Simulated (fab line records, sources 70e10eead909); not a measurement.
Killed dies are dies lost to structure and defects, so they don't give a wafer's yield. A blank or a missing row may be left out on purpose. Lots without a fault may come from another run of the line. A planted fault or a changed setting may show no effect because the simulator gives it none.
Chamber matching | flow nand_harc | NHARC_A_BLC_STRIP_21 on rie_diel-09: 4 sister chambers
The step strips in O2. 18 wafers are shown with their chamber, then 9 later ones without.

WAFERS WITH THEIR CHAMBER
wafer  | chamber | showerhead_plenum_p_Torr (Torr) | throttle_valve_pct (%) | oes_product_au (a.u.)
L666.2 | 3       | 3.61                            | 17.040                 | 1.000
L666.3 | 0       | 3.30                            | 17.027                 | 0.993
L666.4 | 2       | 3.55                            | 17.053                 | 0.997
L668.2 | 2       | 3.55                            | 17.049                 | 0.990
L668.3 | 3       | 3.61                            | 17.032                 | 0.993
L668.5 | 2       | 3.55                            | 17.035                 | 0.983
L670.2 | 2       | 3.55                            | 17.044                 | 0.991
L670.3 | 1       | 3.54                            | 17.044                 | 0.989
L670.4 | 0       | 3.30                            | 17.046                 | 0.993
L671.1 | 2       | 3.55                            | 17.035                 | 0.986
L671.3 | 3       | 3.61                            | 17.016                 | 0.986
L671.5 | 3       | 3.61                            | 17.038                 | 0.994
L680.1 | 3       | 3.61                            | 17.033                 | 0.998
L680.2 | 0       | 3.30                            | 17.021                 | 1.007
L680.3 | 2       | 3.54                            | 17.042                 | 1.001
L679.1 | 0       | 3.30                            | 17.020                 | 1.002
L679.2 | 2       | 3.54                            | 17.030                 | 0.985
L679.4 | 1       | 3.53                            | 17.024                 | 1.003

SIGNATURES (means of the wafers above)
reading                  | chamber 0 | chamber 1 | chamber 2 | chamber 3 | scatter within a chamber
showerhead_plenum_p_Torr | 3.3000    | 3.5350    | 3.5471    | 3.6100    | 0.00371
throttle_valve_pct       | 17.02850  | 17.03400  | 17.04114  | 17.03180  | 0.01
oes_product_au           | 0.99875   | 0.99600   | 0.99043   | 0.99420   | 0.00665
Rule: a wafer's distance from a chamber is the root of the sum, over the readings, of the square of ((its reading less the chamber's mean) divided by the reading's scatter). The wafer belongs to the nearest chamber; if the next one is less than 2 further off, it can't be placed. The scatter: the root of (the sum of the squares of (reading less its chamber's mean) over the shown wafers, divided by (wafers less chambers)).

WAFERS WITHOUT THEIR CHAMBER
wafer  | showerhead_plenum_p_Torr (Torr) | throttle_valve_pct (%) | oes_product_au (a.u.)
L681.1 | 3.54                            | 17.034                 | 0.994
L681.3 | 3.61                            | 17.042                 | 0.995
L681.6 | 3.53                            | 17.048                 | 0.986
L682.3 | 3.61                            | 17.031                 | 1.014
L682.4 | 3.54                            | 17.040                 | 1.005
L682.6 | 3.61                            | 17.026                 | 0.995
L689.2 | 3.61                            | 17.037                 | 0.995
L689.3 | 3.53                            | 17.038                 | 0.999
L689.6 | 3.61                            | 17.046                 | 1.000

WHICH CHAMBER EACH WENT THROUGH
wafer  | from the rows above     | in truth
L681.1 | can't be placed: 1 or 2 | 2
L681.3 | 3                       | 3
L681.6 | 1                       | 1
L682.3 | 3                       | 3
L682.4 | can't be placed: 1 or 2 | 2
L682.6 | 3                       | 3
L689.2 | 3                       | 3
L689.3 | 1                       | 1
L689.6 | 3                       | 3
Placed correctly: 7 of 9. Can't be placed from these rows: 2 (the true chamber is among the candidates in 2). Placed wrongly: 0.
